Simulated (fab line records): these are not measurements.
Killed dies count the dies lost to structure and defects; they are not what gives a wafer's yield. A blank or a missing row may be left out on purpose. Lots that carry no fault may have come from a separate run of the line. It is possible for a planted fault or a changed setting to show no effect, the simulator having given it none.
Check of tool commonality + flow n5_finfet + Sampled: 9 lots, 27 wafers

## REASON IT WAS OPENED
2 of 9 lots carry a flag on the reading CJ_N at N5_BEOL_M4_RC_MEAS_101. Fault-free wafers read 4.33, with a standard deviation of 0.092.
Rule: a lot is flagged when every wafer of it that has a number lies more than 4 standard deviations from that mean, or none has a number. The rest of the lots are taken to be sound.

| lot  | measured     | on        | CJ_N, wafer by wafer | flag    |
|------|--------------|-----------|----------------------|---------|
| L647 | day 8 08:36  | prober-01 | 4.34 4.25 4.19       |         |
| L648 | day 8 16:59  | prober-02 | 4.21 4.25 4.17       |         |
| L650 | day 9 12:59  | prober-01 | 4.31 4.48 4.42       |         |
| L655 | day 10 04:37 | prober-02 | 4.48 4.49 4.38       |         |
| L656 | day 10 09:46 | prober-01 | 4.95 4.87 5.04       | FLAGGED |
| L657 | day 11 04:35 | prober-02 | 5.27 5.18 5.20       | FLAGGED |
| L666 | day 13 07:49 | prober-01 | 4.21 4.21 4.25       |         |
| L667 | day 13 22:16 | prober-02 | 4.26 4.28 4.41       |         |
| L669 | day 14 01:53 | prober-02 | 4.35 4.37 4.41       |         |
The mean of the flagged lots' numbers is 5.08, +0.75 from the usual (+8 standard deviations).

## LOT BY LOT: THE TOOL USED
4 process steps preceding the reading are held in the record, out of 1938 steps in the route. Read each cell as the tool, then ch plus the chambers that the sampled wafers visited, then the start.
| lot  | flag    | N5_ZERO_LAYER_STRIP_24              | N5_WELL_APT_IMPLANT_32         | N5_PMOS_HMC_CHANNEL_EPI_ETCH_32   | N5_PMOS_HMC_CHANNEL_EPI_CMP_21 |
|------|---------|-------------------------------------|--------------------------------|-----------------------------------|--------------------------------|
| L647 |         | plasma_asher-01 ch 0,1, day 1 19:11 | implanter-02 ch 0, day 1 23:10 | rie_diel-02 ch 1,2,3, day 2 01:17 | cmp-03 ch 0,2,3, day 2 03:39   |
| L648 |         | plasma_asher-01 ch 0, day 2 00:53   | implanter-02 ch 0, day 2 03:06 | rie_diel-03 ch 0,1,2, day 2 04:52 | cmp-04 ch 0,1,3, day 2 07:16   |
| L650 |         | plasma_asher-02 ch 0,1, day 2 13:25 | implanter-02 ch 0, day 2 15:36 | rie_diel-02 ch 1,2,3, day 2 17:32 | cmp-03 ch 0,1,3, day 2 19:35   |
| L655 |         | plasma_asher-01 ch 1, day 3 18:55   | implanter-02 ch 0, day 3 21:25 | rie_diel-03 ch 0,1,2, day 3 23:31 | cmp-04 ch 1,2,3, day 4 02:11   |
| L656 | FLAGGED | plasma_asher-01 ch 0,1, day 4 00:53 | implanter-02 ch 0, day 4 03:21 | rie_diel-03 ch 0,1,3, day 4 05:37 | cmp-04 ch 2,3, day 4 07:58     |
| L657 | FLAGGED | plasma_asher-02 ch 0,1, day 4 07:10 | implanter-02 ch 0, day 4 09:35 | rie_diel-03 ch 1,2,3, day 4 11:29 | cmp-03 ch 0,1,2, day 4 13:28   |
| L666 |         | plasma_asher-01 ch 0,1, day 6 13:35 | implanter-01 ch 0, day 6 15:59 | rie_diel-03 ch 0,1,2, day 6 18:34 | cmp-04 ch 0,1,3, day 6 20:34   |
| L667 |         | plasma_asher-02 ch 0,1, day 6 19:07 | implanter-02 ch 0, day 6 21:35 | rie_diel-01 ch 0,2,3, day 6 23:37 | cmp-03 ch 0,1,3, day 7 01:33   |
| L669 |         | plasma_asher-02 ch 0,1, day 7 07:34 | implanter-02 ch 0, day 7 09:53 | rie_diel-02 ch 0,3, day 7 11:40   | cmp-01 ch 0,1,2, day 7 13:40   |
These steps, and what they do:
- N5_ZERO_LAYER_STRIP_24: strips in O2.
- N5_WELL_APT_IMPLANT_32
- N5_PMOS_HMC_CHANNEL_EPI_ETCH_32: etches BARC in N2/H2, stops on SiO2, target depth 85.8 nm, time 50.3 s.
- N5_PMOS_HMC_CHANNEL_EPI_CMP_21: polishes SiGe30, target thk 54 nm.
- N5_BEOL_M4_RC_MEAS_101

## FLAGGED OVER TOTAL, TOOL BY TOOL (the gauges that took the reading come last)
| step                            | tool            | lots run | flagged | share of the flagged lots | sound lots run after its first flagged lot |
|---------------------------------|-----------------|----------|---------|---------------------------|--------------------------------------------|
| N5_ZERO_LAYER_STRIP_24          | plasma_asher-01 | 5        | 1       | some                      | 1 (L666)                                   |
| N5_ZERO_LAYER_STRIP_24          | plasma_asher-02 | 4        | 1       | some                      | 2 (L667,L669)                              |
| N5_WELL_APT_IMPLANT_32          | implanter-01    | 1        | 0       | none                      | -                                          |
| N5_WELL_APT_IMPLANT_32          | implanter-02    | 8        | 2       | all                       | 2 (L667,L669)                              |
| N5_PMOS_HMC_CHANNEL_EPI_ETCH_32 | rie_diel-01     | 1        | 0       | none                      | -                                          |
| N5_PMOS_HMC_CHANNEL_EPI_ETCH_32 | rie_diel-02     | 3        | 0       | none                      | -                                          |
| N5_PMOS_HMC_CHANNEL_EPI_ETCH_32 | rie_diel-03     | 5        | 2       | all                       | 1 (L666)                                   |
| N5_PMOS_HMC_CHANNEL_EPI_CMP_21  | cmp-01          | 1        | 0       | none                      | -                                          |
| N5_PMOS_HMC_CHANNEL_EPI_CMP_21  | cmp-03          | 4        | 1       | some                      | 1 (L667)                                   |
| N5_PMOS_HMC_CHANNEL_EPI_CMP_21  | cmp-04          | 4        | 1       | some                      | 1 (L666)                                   |
| N5_BEOL_M4_RC_MEAS_101          | prober-01       | 4        | 1       | some                      | 1 (L666)                                   |
| N5_BEOL_M4_RC_MEAS_101          | prober-02       | 5        | 1       | some                      | 2 (L667,L669)                              |

## WHAT THE TABLE ALLOWS
implanter-02 at N5_WELL_APT_IMPLANT_32 and rie_diel-03 at N5_PMOS_HMC_CHANNEL_EPI_ETCH_32 are the 2 rows of the table that ran each flagged lot.
- implanter-02 at N5_WELL_APT_IMPLANT_32: 2 of its 8 lots flagged. After the first flagged lot (L667, L669), sound lots still ran on it; a lasting fault on the whole tool would not permit that. Its own readings lie more than 4 standard deviations out on every wafer of the flagged lots: dose_ions_cm2, faraday_current_uA.
- rie_diel-03 at N5_PMOS_HMC_CHANNEL_EPI_ETCH_32: 2 of its 5 lots flagged. After the first flagged lot (L666), sound lots still ran on it; a lasting fault on the whole tool would not permit that.
None of the table's rows ran every flagged lot and, after the first, no sound lot.

## WHAT THE SIMULATOR PUT IN
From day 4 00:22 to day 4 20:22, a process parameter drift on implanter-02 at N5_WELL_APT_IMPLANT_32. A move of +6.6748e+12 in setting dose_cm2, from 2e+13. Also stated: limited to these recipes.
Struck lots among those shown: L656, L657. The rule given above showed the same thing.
